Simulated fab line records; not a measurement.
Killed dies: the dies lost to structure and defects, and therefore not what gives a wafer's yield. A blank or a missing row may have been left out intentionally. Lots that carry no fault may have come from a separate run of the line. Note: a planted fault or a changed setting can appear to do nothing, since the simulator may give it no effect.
Chamber matching :: flow n5_finfet :: 4 sister chambers for N5_BEOL_M0_SAQP_MANDREL2_REMOVE_110 on rie_si-06
The step chemistry HBr/Cl2/O2, target a-Si, stops on SiCN, bt time 10 s. 4 wafers are shown with their chamber, then 9 later ones without.

== WAFERS, EACH WITH ITS CHAMBER ==
wafer: L083.2
chamber: 3
throttle_valve_pct (%): 37.11

wafer: L083.4
chamber: 1
throttle_valve_pct (%): 36.24

wafer: L087.5
chamber: 2
throttle_valve_pct (%): 36.72

wafer: L087.6
chamber: 0
throttle_valve_pct (%): 37.05

== WAFERS WITH NO CHAMBER GIVEN ==
wafer: L088.2
throttle_valve_pct (%): 36.71

wafer: L088.3
throttle_valve_pct (%): 37.10

wafer: L088.5
throttle_valve_pct (%): 37.06

wafer: L089.2
throttle_valve_pct (%): 36.69

wafer: L089.3
throttle_valve_pct (%): 37.10

wafer: L089.6
throttle_valve_pct (%): 36.23

wafer: L096.2
throttle_valve_pct (%): 36.72

wafer: L096.3
throttle_valve_pct (%): 37.06

wafer: L096.6
throttle_valve_pct (%): 36.24

== WHICH CHAMBER EACH ONE RAN IN ==
wafer: L088.2
from the rows above: 2
in truth: 2

wafer: L088.3
from the rows above: 3
in truth: 3

wafer: L088.5
from the rows above: 0
in truth: 0

wafer: L089.2
from the rows above: 2
in truth: 2

wafer: L089.3
from the rows above: 3
in truth: 3

wafer: L089.6
from the rows above: 1
in truth: 1

wafer: L096.2
from the rows above: 2
in truth: 2

wafer: L096.3
from the rows above: 0
in truth: 0

wafer: L096.6
from the rows above: 1
in truth: 1
9 of 9 placed correctly. Number that these rows cannot place: 0. Number placed wrongly: 0.
How it was worked out, from the rows above alone: a wafer's distance from a chamber is the root of the sum, over the readings, of the square of ((its reading less the chamber's mean) divided by the reading's scatter). The wafer belongs to the nearest chamber; if the next one is less than 2 further off, it can't be placed. A chamber's mean is the mean of its shown wafers. The scatter: root of mean squared gap, hidden wafer to nearest shown wafer, with one shown wafer a chamber.
